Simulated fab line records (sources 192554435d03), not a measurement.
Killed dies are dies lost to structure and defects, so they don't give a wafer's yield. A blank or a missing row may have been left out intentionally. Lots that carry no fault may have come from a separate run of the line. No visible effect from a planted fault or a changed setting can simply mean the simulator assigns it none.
Matching of chambers    flow n5 finfet    uv cure-02 running N5_BEOL_M9_CURE_71: 3 sister chambers
The step cures SiCOH lowk, time 240 s. 18 wafers are shown with their chamber, then 9 later ones without.

WAFERS WITH THEIR CHAMBER
wafer   chamber  wafer_temp_C_max  lamp power pct (%)
L077.1  1        386.9             52.32
L077.5  1        387.0             52.34
L077.6  1        387.2             52.34
L081.2  0        386.4             52.38
L081.4  0        386.6             52.34
L081.5  0        386.4             52.38
L082.1  2        386.3             52.43
L082.2  2        386.5             52.28
L082.5  2        386.6             52.36
L085.3  1        387.1             52.41
L085.4  1        386.9             52.24
L085.5  1        386.6             52.33
L084.2  2        386.9             52.31
L084.4  2        386.4             52.29
L084.6  2        386.2             52.24
L089.1  2        386.5             52.37
L089.2  2        386.7             52.34
L089.3  2        386.4             52.25

SIGNATURES (means of the wafers above)
reading           chamber 0  chamber 1  chamber 2  scatter within a chamber
wafer_temp_C_max  386.467    386.950    386.500    0.2
lamp power pct    52.3667    52.3300    52.3189    0.0556
Rule: a wafer's distance from a chamber is the root of the sum, over the readings, of the square of ((its reading less the chamber's mean) divided by the reading's scatter). The wafer belongs to the nearest chamber; if the next one is less than 2 further off, it can't be placed. How the scatter is found: for the shown wafers, subtract from each reading the mean of its chamber, square and add these, divide the total by (wafers less chambers), then take the root.

WAFERS WITHOUT THEIR CHAMBER
wafer   wafer_temp_C_max  lamp power pct (%)
L086.3  386.5             52.43
L086.4  386.8             52.33
L086.6  386.8             52.28
L094.2  386.4             52.32
L094.3  386.7             52.27
L094.6  386.9             52.26
L095.2  386.7             52.31
L095.3  386.9             52.34
L095.4  387.0             52.30

EACH ONE'S CHAMBER
wafer   from the rows above           in truth
L086.3  can't be placed: 0 or 2 or 1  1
L086.4  can't be placed: 1 or 2 or 0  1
L086.6  can't be placed: 1 or 2 or 0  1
L094.2  can't be placed: 2 or 0       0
L094.3  can't be placed: 2 or 1 or 0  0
L094.6  can't be placed: 1 or 2 or 0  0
L095.2  can't be placed: 2 or 1 or 0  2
L095.3  can't be placed: 1 or 2 or 0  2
L095.4  can't be placed: 1 or 2       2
Correctly placed: 0 of 9. These rows do not allow placing 9 (true chamber among the candidates in 9). Number placed wrongly: 0.
